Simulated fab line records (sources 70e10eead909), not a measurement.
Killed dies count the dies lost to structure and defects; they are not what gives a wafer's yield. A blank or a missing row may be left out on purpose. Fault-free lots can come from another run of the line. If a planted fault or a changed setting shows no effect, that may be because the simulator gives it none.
The tool behind it: which one? ; flow nand harc ; 12 lots with 36 wafers sampled at 6 steps, on a route of 1159 steps

WHAT THE GAUGES READ, wafer by wafer
NHARC_A_CONTACT_CD_MEAS_80.
lot;measured;on;cd nm (nm)
L976;day 16 23:05;cd sem-01;189.7 190.1 190.5
L975;day 16 23:08;cd sem-02;190.6 189.9 190.3
L980;day 17 11:10;cd sem-02;190.2 189.8 189.5
L979;day 17 18:06;cd sem-02;190.5 190.4 191.2
L982;day 18 16:26;cd sem-02;189.8 189.3 189.5
L989;day 19 16:31;cd sem-01;188.3 188.7 189.8
L988;day 19 19:07;cd sem-01;190.2 191.0 190.6
L991;day 20 18:23;cd sem-01;189.8 190.5 189.8
L994;day 21 07:31;cd sem-02;190.0 190.3 190.0
L993;day 21 19:59;cd sem-02;191.2 189.7 189.4
L996;day 22 01:34;cd sem-03;189.2 189.3 190.8
L997;day 22 15:15;cd sem-02;190.4 189.6 190.1

NHARC_A_CONTACT_INSPECT_10.
lot;measured;on;raw defect count
L976;day 17 02:10;defect inspect-02;25 38 20
L975;day 17 02:23;defect inspect-01;26 26 16
L980;day 17 15:40;defect inspect-01;15 7 16
L979;day 17 21:08;defect inspect-02;32 21 23
L982;day 18 19:49;defect inspect-01;43 38 38
L989;day 19 20:19;defect inspect-02;30 48 31
L988;day 19 22:44;defect inspect-01;34 21 27
L991;day 20 22:51;defect inspect-01;33 633 629
L994;day 21 13:01;defect inspect-01;30 32 25
L993;day 21 22:56;defect inspect-01;32 34 33
L996;day 22 04:32;defect inspect-02;21 15 14
L997;day 22 18:17;defect inspect-01;17 11 10

NHARC_END_SORT_01.
lot;measured;on;killed at array;killed at other;killed at periphery;killed dies;killed open;killed short
L991;day 23 10:20;prober-02;29 113 116;0 0 1;2 2 1;31 115 118;5 6 2;0 0 1

WHAT TOOL EACH LOT RAN ON (gives the tool, then ch and the chambers of the sampled wafers, and finally the start)
lot;NHARC_A_CONTACT_ETCH_133;NHARC_A_CONTACT_DEP_85;NHARC_A_CONTACT_ETCH_89
L976;har cap etch-02 ch 0,1, day 16 22:14;pecvd-02 ch 1,2, day 17 01:19;rie diel-11 ch 1,2,3, no start
L975;har cap etch-03 ch 0,1, day 16 22:20;pecvd-01 ch 1,2, day 17 01:35;rie diel-05 ch 0,1,3, no start
L980;har cap etch-02 ch 0,1, day 17 10:20;pecvd-04 ch 0,1,2, day 17 14:50;rie diel-06 ch 1,3, no start
L979;har cap etch-01 ch 0,1, day 17 17:23;pecvd-04 ch 0,1,2, day 17 20:28;rie diel-11 ch 2,3, no start
L982;har cap etch-03 ch 0,1, day 18 15:35;pecvd-02 ch 0,1,2, day 18 18:58;rie diel-11 ch 0,1,2, no start
L989;har cap etch-01 ch 0,1, day 19 15:35;pecvd-01 ch 0,1,2, day 19 19:28;rie diel-05 ch 1,2,3, no start
L988;har cap etch-02 ch 0,1, day 19 18:22;pecvd-04 ch 0,1,2, day 19 21:55;rie diel-11 ch 0,1,2, no start
L991;har cap etch-01 ch 0,1, day 20 17:36;pecvd-02 ch 0,1, day 20 22:01;rie diel-06 ch 1,3, day 23 10:20 or earlier
L994;har cap etch-03 ch 0,1, day 21 06:44;pecvd-01 ch 0,2, day 21 12:21;rie diel-05 ch 1,2,3, no start
L993;har cap etch-02 ch 0,1, day 21 19:12;pecvd-04 ch 1,2, day 21 22:13;rie diel-06 ch 0,2,3, no start
L996;har cap etch-01 ch 0,1, day 22 00:49;pecvd-04 ch 0,1,2, day 22 03:50;rie diel-05 ch 1,2,3, no start
L997;har cap etch-02 ch 0,1, day 22 14:34;pecvd-04 ch 0,1,2, day 22 17:28;rie diel-06 ch 0,2, no start
- NHARC_A_CONTACT_ETCH_133: etches the open film in C4F8/O2/Ar, time 195 s, target depth 840 nm.
- NHARC_A_CONTACT_DEP_85: deposits SiON, target thk 50 nm.
- NHARC_A_CONTACT_ETCH_89: etches the open film in N2/H2, target depth 260 nm, time 475.3 s.

AS READ BY THE TOOLS THEMSELVES (means over the sampled wafers that have a number; for cases with no such wafer, the mark the record gives instead)
NHARC_A_CONTACT_ETCH_133.
lot;tool;oes air line au (a.u.)
L976;har cap etch-02;1.019
L975;har cap etch-03;1.017
L980;har cap etch-02;0.990
L979;har cap etch-01;1.001
L982;har cap etch-03;0.997
L989;har cap etch-01;1.025
L988;har cap etch-02;1.009
L991;har cap etch-01;1.007
L994;har cap etch-03;1.001
L993;har cap etch-02;1.006
L996;har cap etch-01;1.005
L997;har cap etch-02;0.984

NHARC_A_CONTACT_DEP_85.
lot;tool;chamber pressure Torr (Torr);heater power w (W)
L976;pecvd-02;3.493;662
L975;pecvd-01;3.508;763
L980;pecvd-04;3.503;762
L979;pecvd-04;3.503;782
L982;pecvd-02;3.504;660
L989;pecvd-01;3.502;767
L988;pecvd-04;3.499;800
L991;pecvd-02;3.508;634
L994;pecvd-01;3.509;758
L993;pecvd-04;3.498;829
L996;pecvd-04;3.496;790
L997;pecvd-04;3.492;730

NHARC_A_CONTACT_ETCH_89.
lot;tool;drypump motor current A (A);oes product au (a.u.);rf vpp V (V);showerhead plenum p Torr (Torr);throttle valve pct (%)
L976;rie diel-11;5.37;1.003;428.3;1.97;14.174
L975;rie diel-05;5.47;0.992;430.2;2.04;14.176
L980;rie diel-06;5.87;0.980;432.2;2.10;14.166
L979;rie diel-11;5.15;0.997;428.1;1.95;14.158
L982;rie diel-11;5.53;0.999;429.0;1.95;14.170
L989;rie diel-05;5.51;1.007;432.5;2.10;14.176
L988;rie diel-11;5.54;1.000;428.1;1.95;14.170
L991;rie diel-06;5.97;0.984;430.2;2.05;14.171
L994;rie diel-05;5.51;1.015;432.0;2.10;14.170
L993;rie diel-06;5.75;0.998;430.8;2.09;14.175
L996;rie diel-05;5.51;1.001;432.1;2.10;14.171
L997;rie diel-06;5.63;1.001;432.2;2.11;14.173

THE ANSWER, worked out from the rows above alone
Rule: what is usual is taken from the lots themselves. The widest of any qualifying gaps counts: lots, ordered by their means at a reading, are off when they make up no more than a third of the lots, leave a main group of 4 or more, and stand apart from it by 3 or more times the standard deviation of that group's means. Not used: any main group whose means are identical at the precision the tables above print for the reading. A lot without any number at a reading at which 4 lots or more have one is off too. Any other lot the step has rows for is counted as sound. The gauges are gone through in route order, then the tools' own readings, and for those a lot's mean is taken as printed above. At the first step where some lot is off, the reading lying furthest off is the one used; lots without a number count as furthest.
Off, at NHARC_A_CONTACT_INSPECT_10 on raw defect count: L991. For the main group the mean is 26 and the standard deviation 8.6.
If a tool, at a process step before that reading, ran all the lots that are off and no sound lot after the first of them, it fits. Those tools and the gauges at NHARC_A_CONTACT_INSPECT_10 are tried in the same way. One candidate fits, namely pecvd-02 at NHARC_A_CONTACT_DEP_85. A fault onset in the window from L982 (day 18 18:58, its last sound lot) to L991 (day 20 22:01, its first lot off) fits.

WHAT THE SIMULATOR PUT IN
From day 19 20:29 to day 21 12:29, pecvd-02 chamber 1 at NHARC_A_CONTACT_DEP_85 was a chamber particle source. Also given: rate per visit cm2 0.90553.
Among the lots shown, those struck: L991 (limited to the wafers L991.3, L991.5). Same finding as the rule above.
